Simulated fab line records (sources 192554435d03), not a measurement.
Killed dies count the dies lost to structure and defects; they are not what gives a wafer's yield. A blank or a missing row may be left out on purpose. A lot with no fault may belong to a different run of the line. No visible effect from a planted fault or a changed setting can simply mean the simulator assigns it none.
3 desks, one fault ; flow n5_finfet ; numbers are kept per desk, each desk with only its own; the story behind them comes last
Where a reading is given only as a bound, like >300, the bound stands for it, and a mean or a difference that rests on one is marked > or <: the true number lies beyond.

AT THE TOOL OWNER'S DESK: pecvd-02
The tool's own readings at N5_BEOL_M0_SAQP_PECVD_00 (deposits SiCN from 3MS/NH3, target thk 8 nm, time 14 s): means of the sampled wafers that have a number, for each lot that ran on this tool. The brackets show how far a lot's mean lies from the usual mean; more than 4 standard deviations puts the lot out of limits, marked OUT.
Columns: A = showerhead_plenum_p_Torr at N5_BEOL_M0_SAQP_PECVD_00, usual 3.670 Torr; B = throttle_valve_pct at N5_BEOL_M0_SAQP_PECVD_00, usual 9.1 %
lot;first seen here;A;B
L520;day 5 21:50;3.669;9.8
L521;day 6 01:08;3.678;9.5
L530;day 8 13:20;3.679;9.2
This desk's verdict: no lot among the 3 shows anything out of limits.

FROM THE METROLOGY DESK
Lot by lot, what the gauges showed, no matter which tool ran the lot: averages of those sampled wafers that carry a number. The brackets show how far a lot's mean lies from the usual mean; more than 4 standard deviations puts the lot out of limits, marked OUT. Shown here are 7 of its 10 readings, the ones lying furthest out on some lot.
Columns: A = DIBL_N at N5_BEOL_M4_RC_MEAS_101, usual 36.2 mV/V; B = DIBL_P at N5_BEOL_M4_RC_MEAS_101, usual 36.2 mV/V; C = IOFF_N at N5_BEOL_M4_RC_MEAS_101, usual 0.155 nA/um; D = IOFF_P at N5_BEOL_M4_RC_MEAS_101, usual 0.216 nA/um; E = SS_N at N5_BEOL_M4_RC_MEAS_101, usual 71.5 mV/dec; F = VT_N at N5_BEOL_M4_RC_MEAS_101, usual 250.2 mV; G = VT_P at N5_BEOL_M4_RC_MEAS_101, usual -249.3 mV
lot;first seen here;A;B;C;D;E;F;G
L519;day 8 08:26;37.1;36.8;0.172;0.226;72.0;250.6;-250.0
L521;day 8 10:31;34.8;34.0;0.122;0.173;71.0;251.8;-253.2
L520;day 8 10:38;35.3;35.3;0.157;0.218;71.8;248.8;-248.9
L523;day 9 03:25;36.4;36.9;0.164;0.204;71.6;251.2;-253.2
L530;day 11 01:03;37.6;37.5;0.178;0.259;71.6;246.8;-246.2
L534;day 12 01:08;38.1;38.8;0.180;0.246;72.5;249.1;-247.7
L538;day 12 22:53;38.3;37.4;0.161;0.224;72.1;250.2;-248.3
L539;day 13 15:43;38.1;36.8;0.162;0.238;71.8;249.8;-248.3
L541;day 13 22:56;36.6;37.7;0.156;0.227;71.4;251.5;-248.9
This desk's verdict: no lot among the 9 shows anything out of limits.

THE DEFECT DESK
Counts from the inspections along the route, per lot, as means over the sampled wafers that have a number. The brackets show how far a lot's mean lies from the usual mean; more than 4 standard deviations puts the lot out of limits, marked OUT.
Columns: A = raw_defect_count at N5_BEOL_M0_SAQP_INSPECT_42, usual 310; B = raw_defect_count at N5_BEOL_M0_CUTY_INSPECT_59, usual 2.1
lot;first seen here;A;B
L519;day 6 01:51;290;1.7
L520;day 6 04:24;242;3.7
L521;day 6 07:56;355;1.7
L523;day 6 19:44;302;1.7
L530;day 8 22:52;431;>100 (>+65) OUT
L534;day 9 16:25;344;1.3
L538;day 10 14:43;188;0.3
L539;day 10 22:58;461;1.7
L541;day 11 14:55;288;2.0
This desk finds L530 out of limits, L530 being first, at day 9 00:38 (raw_defect_count at N5_BEOL_M0_CUTY_INSPECT_59). L519, L520, L521, L523, L534, L538, L539, L541 stayed within limits.

TAKEN TOGETHER
The defect desk could have raised an alarm at day 9 00:38, on L530.
The desk of the tool owner found nothing out of limits.
From the metrology desk's view, nothing was out of limits.
On record at the tool owner's desk: L530, within its limits.
The metrology desk holds a record of L530, inside its limits.
Of the lots named, all ran N5_BEOL_M0_SAQP_PECVD_00 on pecvd-02.

WHAT THE SIMULATOR HAD PUT IN
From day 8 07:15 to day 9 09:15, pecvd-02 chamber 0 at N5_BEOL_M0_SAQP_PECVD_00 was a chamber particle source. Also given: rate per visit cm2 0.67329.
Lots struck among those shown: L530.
Hours from the fault's start to each desk's first reading out of limits: the defect desk, 17.
